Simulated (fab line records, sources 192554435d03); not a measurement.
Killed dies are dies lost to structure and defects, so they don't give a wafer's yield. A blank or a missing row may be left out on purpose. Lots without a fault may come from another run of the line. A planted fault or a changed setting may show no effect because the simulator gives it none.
Split-lot experiment | flow n5_finfet | 7 lots, 21 wafers read, on a route of 1938 steps

THE SPLIT
At N5_BEOL_M9_ETCH_62 (etches SOC in N2/H2, target depth 110 nm, overetch 22 nm, time 165 s), the setting source_w was moved away from the recipe's 840 W on 3 of the 21 wafers read, by -7.9% to +9.5%. The other wafers ran this setting at the recipe's value.

The reading is taken at the split's own step.

THE READING
rf_vpp_V, in V, at N5_BEOL_M9_ETCH_62 (etches SOC in N2/H2, target depth 110 nm, overetch 22 nm, time 165 s). Fault-free wafers of this fab line usually give 524.2 V, standard deviation 2.1 V.

wafer  | tool, chamber at the split | source_w as run, W | against the recipe | rf_vpp_V, V | against lot-mates on the recipe
L077.2 | rie_diel-01, 1             | 840                | recipe             | 523.6       | -
L077.3 | rie_diel-01, 0             | 840                | recipe             | 527.2       | -
L077.4 | rie_diel-01, 2             | 840                | recipe             | 524.8       | -
L082.1 | rie_diel-01, 1             | 840                | recipe             | 521.7       | -
L082.2 | rie_diel-01, 2             | 840                | recipe             | 524.9       | -
L082.3 | rie_diel-01, 0             | 840                | recipe             | 527.2       | -
L084.4 | rie_diel-01, 1             | 840                | recipe             | 523.0       | -
L084.5 | rie_diel-01, 0             | 840                | recipe             | 526.5       | -
L084.6 | rie_diel-01, 2             | 840                | recipe             | 525.2       | -
L083.1 | rie_diel-03, 0             | 773.4              | -7.9%              | 540.7       | +14.8
L083.2 | rie_diel-03, 3             | 840                | recipe             | 528.2       | -
L083.6 | rie_diel-03, 1             | 840                | recipe             | 523.6       | -
L085.1 | rie_diel-01, 1             | 840                | recipe             | 523.6       | -
L085.3 | rie_diel-01, 2             | 840                | recipe             | 524.2       | -
L085.5 | rie_diel-01, 1             | 840                | recipe             | 522.4       | -
L087.1 | rie_diel-01, 1             | 840                | recipe             | 522.3       | -
L087.4 | rie_diel-01, 3             | 919.4              | +9.5%              | 505.9       | -16.1
L087.5 | rie_diel-01, 3             | 840                | recipe             | 521.8       | -
L096.3 | rie_diel-01, 1             | 791.2              | -5.8%              | 533.0       | +8.5
L096.4 | rie_diel-01, 0             | 840                | recipe             | 525.2       | -
L096.5 | rie_diel-01, 2             | 840                | recipe             | 523.7       | -

THE FIT
A straight line over all 21 wafers: rf_vpp_V changes by -1.91 V for each +1% of source_w; r = -0.95; the points scatter about the line by 1.9 V.
The same after taking each lot's own level away (the mean of its wafers on the recipe; 21 wafers): -1.72 V for each +1%; r = -0.96; scatter 1.5 V.
On that fit, the largest move of source_w shifts the reading by 16 V.
The lots' own levels span 522.05 to 525.90 V, that is 1.8 times the standard deviation above.
So the lot-to-lot level changes the slope: the two fits differ.
Check: with one of the wafers moved furthest among these (+9.5%) left out of the fit, the line predicts -16.4 V for it against its lot-mates. It came out at -16.1 V against them.
Tool readings at the split's step, against how far the setting was moved: rf_vpp_V r = -0.95.

THE FILE'S OWN FIT
rf_vpp_V changes by -1.72 V for each +1% of source_w, r = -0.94.
